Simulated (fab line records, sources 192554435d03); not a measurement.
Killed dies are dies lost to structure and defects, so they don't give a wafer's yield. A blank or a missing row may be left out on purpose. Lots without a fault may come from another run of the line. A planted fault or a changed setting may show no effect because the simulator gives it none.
Which tool did it? | flow n5_finfet | 24 lots, 72 wafers sampled, at 6 steps of a route of 1938

WHAT THE GAUGES READ, wafer by wafer
The record holds no reading of a measuring or inspecting step that can be judged against a usual standard deviation.

WHICH TOOL RAN EACH LOT (tool, then ch and the chambers of the sampled wafers, then the start)
lot  | N5_HKMG_FIN_DESCUM_17             | N5_HKMG_FIN_STRIP_34              | N5_HKMG_FIN_ALD_72            | N5_GATE_CUT_VAPOR_ETCH_60         | N5_GATE_CUT_ETCH_58                | N5_GATE_CUT_PECVD_57
L074 | rie_diel-01 ch 1,2, day 4 05:17   | rie_diel-01 ch 1,2, day 4 05:35   | cvd_w-02 ch 0, day 4 08:48    | rie_metal-02 ch 0, day 4 10:13    | rie_diel-04 ch 0,1, day 4 10:17    | pecvd-01 ch 0,1, day 4 12:48
L075 | rie_diel-02 ch 0,1,3, day 4 14:02 | rie_diel-02 ch 0,1,3, day 4 14:19 | cvd_w-02 ch 0,1, day 4 17:41  | rie_metal-01 ch 0,1, day 4 18:50  | rie_diel-06 ch 2,3, day 4 18:53    | pecvd-02 ch 0,1,2, day 4 21:24
L076 | rie_diel-02 ch 0,3, day 4 15:09   | rie_diel-02 ch 0,3, day 4 15:26   | cvd_w-01 ch 0,1, day 4 18:40  | rie_metal-02 ch 0,1, day 4 19:49  | rie_diel-06 ch 0,2,3, day 4 19:52  | pecvd-04 ch 0,1, day 4 22:58
L077 | rie_diel-05 ch 0,1,3, day 5 04:52 | rie_diel-05 ch 0,1,3, day 5 05:09 | cvd_w-01 ch 1, day 5 08:59    | rie_metal-02 ch 1, day 5 10:23    | rie_diel-03 ch 1,2,3, day 5 10:28  | pecvd-02 ch 0,1,2, day 5 12:58
L078 | rie_diel-02 ch 1,2,3, day 5 07:17 | rie_diel-02 ch 1,2,3, day 5 07:34 | cvd_w-02 ch 0,1, day 5 10:57  | rie_metal-03 ch 0,1, day 5 12:06  | rie_diel-06 ch 1,2, day 5 12:09    | pecvd-02 ch 0,1,2, day 5 15:10
L079 | rie_diel-01 ch 1,2, day 5 14:58   | rie_diel-01 ch 1,2, day 5 15:14   | cvd_w-02 ch 0,1, day 5 18:50  | rie_metal-01 ch 0,1, day 5 19:59  | rie_diel-06 ch 0,3, day 5 20:02    | pecvd-04 ch 0,1,2, day 5 22:41
L080 | rie_diel-01 ch 0,2,3, day 5 23:48 | rie_diel-01 ch 0,2,3, day 6 00:05 | cvd_w-02 ch 0,1, day 6 03:18  | rie_metal-02 ch 0,1, day 6 04:28  | rie_diel-06 ch 1,3, day 6 04:38    | pecvd-04 ch 0,1, day 6 07:09
L081 | rie_diel-01 ch 1,2,3, day 6 00:55 | rie_diel-01 ch 1,2,3, day 6 01:12 | cvd_w-01 ch 0,1, day 6 04:28  | rie_metal-03 ch 0,1, day 6 05:37  | rie_diel-06 ch 0,2,3, day 6 05:40  | pecvd-02 ch 0,1, day 6 08:11
L082 | rie_diel-05 ch 0,1,3, day 6 06:26 | rie_diel-05 ch 0,1,3, day 6 06:44 | cvd_w-02 ch 0,1, day 6 10:04  | rie_metal-01 ch 0,1, day 6 11:13  | rie_diel-04 ch 0,2,3, day 6 11:16  | pecvd-02 ch 0,1, day 6 13:47
L083 | rie_diel-02 ch 2,3, day 6 09:22   | rie_diel-02 ch 2,3, day 6 09:38   | cvd_w-01 ch 0,1, day 6 12:52  | rie_metal-01 ch 0,1, day 6 14:01  | rie_diel-03 ch 1,3, day 6 14:04    | pecvd-04 ch 1,2, day 6 16:35
L084 | rie_diel-01 ch 1,3, day 6 18:34   | rie_diel-01 ch 1,3, day 6 18:50   | cvd_w-01 ch 1, day 6 22:03    | rie_metal-03 ch 0, day 6 23:20    | rie_diel-06 ch 0,1,3, day 6 23:23  | pecvd-02 ch 1,2, day 7 01:55
L085 | rie_diel-05 ch 0,2,3, day 7 01:14 | rie_diel-05 ch 0,2,3, day 7 01:31 | cvd_w-02 ch 0,1, day 7 04:52  | rie_metal-03 ch 0,1, day 7 06:05  | rie_diel-03 ch 1,3, day 7 06:08    | pecvd-01 ch 0,2, day 7 08:38
L086 | rie_diel-02 ch 0,2, day 7 10:28   | rie_diel-02 ch 0,2, day 7 10:45   | cvd_w-01 ch 0, day 7 14:01    | rie_metal-02 ch 0,1, day 7 15:15  | rie_diel-04 ch 0,3, day 7 15:20    | pecvd-02 ch 0,1, day 7 17:58
L087 | rie_diel-05 ch 0,2,3, day 7 15:22 | rie_diel-05 ch 0,2,3, day 7 15:38 | cvd_w-02 ch 0,1, day 7 19:16  | rie_metal-02 ch 0,1, day 7 20:25  | rie_diel-03 ch 1,2, day 7 20:28    | pecvd-04 ch 0,1,2, day 7 23:28
L088 | rie_diel-05 ch 0,1,3, day 7 16:52 | rie_diel-05 ch 0,1,3, day 7 17:09 | cvd_w-02 ch 0,1, day 7 21:02  | rie_metal-03 ch 0,1, day 7 22:12  | rie_diel-03 ch 1,2, day 7 22:15    | pecvd-01 ch 1,2, day 8 00:52
L089 | rie_diel-01 ch 1,2, day 7 19:49   | rie_diel-01 ch 1,2, day 7 20:05   | cvd_w-01 ch 0,1, day 7 23:37  | rie_metal-03 ch 0,1, day 8 00:46  | rie_diel-04 ch 2,3, day 8 00:49    | pecvd-01 ch 0,1,2, day 8 03:26
L090 | rie_diel-02 ch 0,1,2, day 8 01:46 | rie_diel-02 ch 0,1,2, day 8 02:02 | cvd_w-01 ch 0,1, day 8 05:16  | rie_metal-03 ch 0,1, day 8 07:36  | rie_diel-03 ch 0,1,3, day 8 07:40  | pecvd-04 ch 1,2, day 8 10:10
L091 | rie_diel-05 ch 0,2,3, day 8 08:15 | rie_diel-05 ch 0,2,3, day 8 08:32 | cvd_w-02 ch 0,1, day 8 11:47  | rie_metal-03 ch 0,1, day 8 12:56  | rie_diel-03 ch 0,1,2, day 8 13:04  | pecvd-01 ch 1,2, day 8 15:35
L092 | rie_diel-05 ch 0,1,3, day 8 14:29 | rie_diel-05 ch 0,1,3, day 8 14:46 | cvd_w-01 ch 0,1, day 8 18:01  | rie_metal-01 ch 0,1, day 8 19:10  | rie_diel-06 ch 1,2, day 8 19:12    | pecvd-01 ch 0,1, day 8 22:03
L093 | rie_diel-01 ch 0,1, day 8 21:52   | rie_diel-01 ch 0,1, day 8 22:09   | cvd_w-02 ch 0,1, day 9 01:23  | rie_metal-03 ch 0, day 9 02:48    | rie_diel-04 ch 0,2,3, day 9 02:54  | pecvd-01 ch 0,1, day 9 05:25
L094 | rie_diel-02 ch 0,1, day 9 02:29   | rie_diel-02 ch 0,1, day 9 02:46   | cvd_w-02 ch 0,1, day 9 06:11  | rie_metal-01 ch 0,1, day 9 07:20  | rie_diel-03 ch 0,3, day 9 07:25    | pecvd-04 ch 0,2, day 9 09:55
L095 | rie_diel-02 ch 0,1, day 9 10:25   | rie_diel-02 ch 0,1, day 9 10:42   | cvd_w-02 ch 0,1, day 9 13:56  | rie_metal-03 ch 0, day 9 15:20    | rie_diel-04 ch 1,3, day 9 15:25    | pecvd-01 ch 1,2, day 9 17:56
L096 | rie_diel-02 ch 0,1,3, day 9 21:19 | rie_diel-02 ch 0,1,3, day 9 21:35 | cvd_w-01 ch 0,1, day 10 00:55 | rie_metal-02 ch 0,1, day 10 02:04 | rie_diel-03 ch 0,1,2, day 10 02:07 | pecvd-04 ch 0,1, day 10 04:38
L097 | rie_diel-02 ch 2,3, day 9 22:29   | rie_diel-02 ch 2,3, day 9 22:46   | cvd_w-02 ch 1, day 10 02:02   | rie_metal-01 ch 0,1, day 10 03:11 | rie_diel-06 ch 0,2, day 10 03:14   | pecvd-01 ch 0,1,2, day 10 05:46
- N5_HKMG_FIN_DESCUM_17: chemistry O2, time 7.9 s.
- N5_HKMG_FIN_STRIP_34: strips in CF4.
- N5_HKMG_FIN_ALD_72: deposits W, target thk 2 nm, pulse time 1 s, purge time 2 s.
- N5_GATE_CUT_VAPOR_ETCH_60: etches HfO2 in BCl3/Cl2.
- N5_GATE_CUT_ETCH_58: etches SiNx in CH3F/O2, target depth 17 nm, time 128.6 s.
- N5_GATE_CUT_PECVD_57: deposits SiNx from SiH4/NH3/N2, target thk 21 nm.

WHAT THE TOOLS THEMSELVES READ (means of the sampled wafers that have a number; where no wafer has one, the mark that the record gives instead)
N5_HKMG_FIN_DESCUM_17.
lot  | tool        | drypump_motor_current_A (A) | o2_flow_sccm (sccm) | oes_product_au (a.u.) | rf_vpp_V (V) | showerhead_plenum_p_Torr (Torr) | throttle_valve_pct (%)
L074 | rie_diel-01 | 5.2                         | 224.9               | 0.77                  | 242.9        | 2.08                            | 20.83
L075 | rie_diel-02 | 5.9                         | 225.4               | 0.80                  | 244.0        | 2.09                            | 20.46
L076 | rie_diel-02 | 5.7                         | 225.3               | 0.87                  | 244.1        | 2.12                            | 20.45
L077 | rie_diel-05 | 6.0                         | 225.1               | 0.80                  | 243.3        | 2.11                            | 20.50
L078 | rie_diel-02 | 6.0                         | 225.1               | 0.71                  | 242.5        | 2.03                            | 20.53
L079 | rie_diel-01 | 5.3                         | 225.0               | 0.73                  | 243.8        | 2.13                            | 20.87
L080 | rie_diel-01 | 5.5                         | 224.9               | 0.83                  | 242.1        | 2.09                            | 20.45
L081 | rie_diel-01 | 5.6                         | 224.9               | 0.80                  | 242.3        | 2.12                            | 20.63
L082 | rie_diel-05 | 6.0                         | 225.4               | 0.79                  | 242.8        | 2.11                            | 20.50
L083 | rie_diel-02 | 5.7                         | 225.5               | 0.81                  | 243.8        | 2.13                            | 20.43
L084 | rie_diel-01 | 5.6                         | 225.6               | 0.78                  | 244.2        | 2.17                            | 20.67
L085 | rie_diel-05 | 5.8                         | 224.5               | 0.83                  | 243.6        | 2.12                            | 20.46
L086 | rie_diel-02 | 6.0                         | 224.4               | 0.89                  | 244.2        | 2.17                            | 20.44
L087 | rie_diel-05 | 5.8                         | 225.0               | 0.82                  | 242.6        | 2.11                            | 20.46
L088 | rie_diel-05 | 6.0                         | 225.2               | 0.79                  | 243.7        | 2.10                            | 20.53
L089 | rie_diel-01 | 5.3                         | 224.5               | 0.75                  | 242.2        | 2.07                            | 20.88
L090 | rie_diel-02 | 6.2                         | 225.5               | 0.83                  | 243.9        | 2.14                            | 20.47
L091 | rie_diel-05 | 5.8                         | 224.4               | 0.82                  | 243.8        | 2.11                            | 20.48
L092 | rie_diel-05 | 6.0                         | 225.1               | 0.78                  | 244.2        | 2.10                            | 20.55
L093 | rie_diel-01 | 5.2                         | 223.8               | 0.74                  | 242.9        | 2.12                            | 20.57
L094 | rie_diel-02 | 6.0                         | 225.0               | 0.81                  | 243.6        | 2.11                            | 20.51
L095 | rie_diel-02 | 6.0                         | 225.3               | 0.81                  | 244.1        | 2.11                            | 20.51
L096 | rie_diel-02 | 5.9                         | 224.7               | 0.76                  | 242.8        | 2.08                            | 20.52
L097 | rie_diel-02 | 5.7                         | 225.3               | 0.77                  | 243.1        | 2.12                            | 20.47

N5_HKMG_FIN_STRIP_34.
lot  | tool        | drypump_motor_current_A (A) | oes_product_au (a.u.) | rf_vpp_V (V) | showerhead_plenum_p_Torr (Torr) | throttle_valve_pct (%)
L074 | rie_diel-01 | 5.3                         | 0.77                  | 271.1        | 1.76                            | 13.80
L075 | rie_diel-02 | 5.9                         | 0.79                  | 271.7        | 1.80                            | 13.69
L076 | rie_diel-02 | 5.7                         | 0.85                  | 271.9        | 1.82                            | 13.54
L077 | rie_diel-05 | 6.0                         | 0.80                  | 272.3        | 1.82                            | 13.67
L078 | rie_diel-02 | 6.0                         | 0.71                  | 270.0        | 1.76                            | 13.83
L079 | rie_diel-01 | 5.3                         | 0.74                  | 271.8        | 1.80                            | 13.86
L080 | rie_diel-01 | 5.5                         | 0.81                  | 270.0        | 1.78                            | 13.49
L081 | rie_diel-01 | 5.5                         | 0.79                  | 271.4        | 1.79                            | 13.62
L082 | rie_diel-05 | 6.0                         | 0.79                  | 272.4        | 1.82                            | 13.70
L083 | rie_diel-02 | 5.7                         | 0.79                  | 272.0        | 1.83                            | 13.61
L084 | rie_diel-01 | 5.6                         | 0.77                  | 271.9        | 1.83                            | 13.68
L085 | rie_diel-05 | 5.8                         | 0.82                  | 270.9        | 1.82                            | 13.63
L086 | rie_diel-02 | 6.0                         | 0.87                  | 272.7        | 1.85                            | 13.44
L087 | rie_diel-05 | 5.8                         | 0.81                  | 272.1        | 1.82                            | 13.64
L088 | rie_diel-05 | 6.0                         | 0.78                  | 271.1        | 1.81                            | 13.74
L089 | rie_diel-01 | 5.2                         | 0.75                  | 270.5        | 1.75                            | 13.86
L090 | rie_diel-02 | 6.2                         | 0.81                  | 271.4        | 1.83                            | 13.60
L091 | rie_diel-05 | 5.8                         | 0.80                  | 272.2        | 1.82                            | 13.64
L092 | rie_diel-05 | 6.0                         | 0.77                  | 271.3        | 1.81                            | 13.76
L093 | rie_diel-01 | 5.2                         | 0.73                  | 271.6        | 1.80                            | 13.69
L094 | rie_diel-02 | 6.0                         | 0.80                  | 271.9        | 1.80                            | 13.68
L095 | rie_diel-02 | 6.0                         | 0.79                  | 271.3        | 1.80                            | 13.69
L096 | rie_diel-02 | 5.8                         | 0.75                  | 270.4        | 1.79                            | 13.78
L097 | rie_diel-02 | 5.7                         | 0.76                  | 272.0        | 1.82                            | 13.67

N5_HKMG_FIN_ALD_72.
lot  | tool     | heater_power_w (W) | precursor_pulse_height_rel
L074 | cvd_w-02 | 414                | 1.000
L075 | cvd_w-02 | 422                | 0.993
L076 | cvd_w-01 | 528                | 1.013
L077 | cvd_w-01 | 507                | 0.995
L078 | cvd_w-02 | 420                | 0.992
L079 | cvd_w-02 | 423                | 0.986
L080 | cvd_w-02 | 417                | 0.982
L081 | cvd_w-01 | 525                | 0.980
L082 | cvd_w-02 | 434                | 1.007
L083 | cvd_w-01 | 516                | 0.989
L084 | cvd_w-01 | 511                | 1.010
L085 | cvd_w-02 | 430                | 1.010
L086 | cvd_w-01 | 528                | 1.003
L087 | cvd_w-02 | 426                | 1.009
L088 | cvd_w-02 | 424                | 1.009
L089 | cvd_w-01 | 522                | 1.004
L090 | cvd_w-01 | 521                | 0.997
L091 | cvd_w-02 | 435                | 0.990
L092 | cvd_w-01 | 516                | 0.989
L093 | cvd_w-02 | 425                | 1.007
L094 | cvd_w-02 | 427                | 1.008
L095 | cvd_w-02 | 427                | 0.999
L096 | cvd_w-01 | 525                | 1.009
L097 | cvd_w-02 | 444                | 0.992

N5_GATE_CUT_VAPOR_ETCH_60.
lot  | tool         | drypump_motor_current_A (A) | oes_product_au (a.u.)
L074 | rie_metal-02 | 6.0                         | 0.56
L075 | rie_metal-01 | 6.1                         | 0.90
L076 | rie_metal-02 | 5.6                         | 0.69
L077 | rie_metal-02 | 5.0                         | 0.94
L078 | rie_metal-03 | 5.6                         | 0.69
L079 | rie_metal-01 | 6.1                         | 0.90
L080 | rie_metal-02 | 5.6                         | 0.97
L081 | rie_metal-03 | 5.7                         | 0.73
L082 | rie_metal-01 | 6.4                         | 0.91
L083 | rie_metal-01 | 6.4                         | 0.91
L084 | rie_metal-03 | 5.6                         | 0.63
L085 | rie_metal-03 | 5.6                         | 0.72
L086 | rie_metal-02 | 5.3                         | 0.93
L087 | rie_metal-02 | 5.3                         | 0.93
L088 | rie_metal-03 | 5.6                         | 0.72
L089 | rie_metal-03 | 5.6                         | 0.68
L090 | rie_metal-03 | 5.6                         | 0.71
L091 | rie_metal-03 | 5.6                         | 0.67
L092 | rie_metal-01 | 6.4                         | 0.87
L093 | rie_metal-03 | 5.6                         | 0.62
L094 | rie_metal-01 | 6.1                         | 0.84
L095 | rie_metal-03 | 5.6                         | 0.61
L096 | rie_metal-02 | 5.3                         | 0.89
L097 | rie_metal-01 | 6.4                         | 0.85

N5_GATE_CUT_ETCH_58.
lot  | tool        | drypump_motor_current_A (A) | oes_product_au (a.u.) | rf_vpp_V (V) | showerhead_plenum_p_Torr (Torr) | throttle_valve_pct (%)
L074 | rie_diel-04 | 5.8                         | 0.87                  | 99.9         | 2.05                            | 16.26
L075 | rie_diel-06 | 5.6                         | 0.72                  | 98.7         | 1.99                            | 16.25
L076 | rie_diel-06 | 5.8                         | 0.71                  | 99.7         | 2.02                            | 16.34
L077 | rie_diel-03 | 5.6                         | 0.72                  | 98.9         | 1.96                            | 16.49
L078 | rie_diel-06 | 5.9                         | 0.68                  | 99.3         | 2.01                            | 16.35
L079 | rie_diel-06 | 5.9                         | 0.87                  | 99.2         | 2.03                            | 16.13
L080 | rie_diel-06 | 6.5                         | 0.74                  | 99.5         | 2.04                            | 16.36
L081 | rie_diel-06 | 5.7                         | 0.92                  | 99.8         | 2.02                            | 16.03
L082 | rie_diel-04 | 5.8                         | 0.93                  | 99.5         | 2.08                            | 16.11
L083 | rie_diel-03 | 5.9                         | 0.89                  | 99.5         | 2.12                            | 16.25
L084 | rie_diel-06 | 6.2                         | 0.81                  | 99.2         | 2.04                            | 16.24
L085 | rie_diel-03 | 5.7                         | 0.82                  | 98.8         | 2.09                            | 16.31
L086 | rie_diel-04 | 6.1                         | 0.89                  | 99.3         | 2.04                            | 16.21
L087 | rie_diel-03 | 5.2                         | 0.72                  | 99.5         | 1.95                            | 16.47
L088 | rie_diel-03 | 5.3                         | 0.73                  | 99.3         | 2.01                            | 16.41
L089 | rie_diel-04 | 5.4                         | 0.91                  | 100.5        | 2.10                            | 16.07
L090 | rie_diel-03 | 5.8                         | 0.89                  | 100.2        | 2.11                            | 16.20
L091 | rie_diel-03 | 5.5                         | 0.81                  | 98.8         | 2.03                            | 16.30
L092 | rie_diel-06 | 5.9                         | 0.84                  | 98.5         | 2.00                            | 16.06
L093 | rie_diel-04 | 5.8                         | 0.88                  | 99.0         | 2.07                            | 16.16
L094 | rie_diel-03 | 6.1                         | 0.92                  | 100.5        | 2.14                            | 16.17
L095 | rie_diel-04 | 4.9                         | 0.95                  | 99.0         | 2.06                            | 15.84
L096 | rie_diel-03 | 5.5                         | 0.79                  | 100.3        | 2.03                            | 16.32
L097 | rie_diel-06 | 5.8                         | 0.88                  | 99.5         | 2.02                            | 16.05

N5_GATE_CUT_PECVD_57.
lot  | tool     | heater_power_w (W) | showerhead_plenum_p_Torr (Torr) | throttle_valve_pct (%)
L074 | pecvd-01 | 697                | 5.12                            | 43.1
L075 | pecvd-02 | 765                | 5.21                            | 40.4
L076 | pecvd-04 | 978                | 5.09                            | 41.3
L077 | pecvd-02 | 752                | 5.21                            | 40.5
L078 | pecvd-02 | 824                | 5.21                            | 40.4
L079 | pecvd-04 | 866                | 5.13                            | 40.0
L080 | pecvd-04 | 955                | 5.09                            | 41.6
L081 | pecvd-02 | 914                | 5.21                            | 41.1
L082 | pecvd-02 | 829                | 5.22                            | 40.4
L083 | pecvd-04 | 878                | 5.19                            | 38.3
L084 | pecvd-02 | 771                | 5.20                            | 40.7
L085 | pecvd-01 | 596                | 5.12                            | 41.0
L086 | pecvd-02 | 791                | 5.21                            | 40.5
L087 | pecvd-04 | 869                | 5.13                            | 39.9
L088 | pecvd-01 | 796                | 5.21                            | 41.3
L089 | pecvd-01 | 766                | 5.18                            | 42.2
L090 | pecvd-04 | 889                | 5.19                            | 38.3
L091 | pecvd-01 | 777                | 5.21                            | 41.4
L092 | pecvd-01 | 709                | 5.17                            | 44.1
L093 | pecvd-01 | 751                | 5.17                            | 44.0
L094 | pecvd-04 | 981                | 5.17                            | 40.5
L095 | pecvd-01 | 761                | 5.21                            | 41.2
L096 | pecvd-04 | 929                | 5.06                            | 41.1
L097 | pecvd-01 | 739                | 5.16                            | 42.1

THE ANSWER, worked out from the rows above alone
Rule: what is usual is taken from the lots themselves. Put in order of their means at a reading, lots are off if they are a third of the lots or fewer, leave a main group of 4 or more, and stand apart from it by a gap of 3 or more times the standard deviation of the main group's means; of several such gaps the widest counts. A main group whose means are all the same, to the digits that the tables above print for the reading, isn't used. A lot without any number at a reading at which 4 lots or more have one is off too. The other lots that the step has rows for count as sound. The gauges are gone through in route order, then the tools' own readings, and for those a lot's mean is taken as printed above. The first step at which some lot is off is used, and at that step the reading that is off furthest; a lot without a number counts as furthest.
No lot is off at any reading shown: from this, nothing can be told.

WHAT THE SIMULATOR HAD PUT IN
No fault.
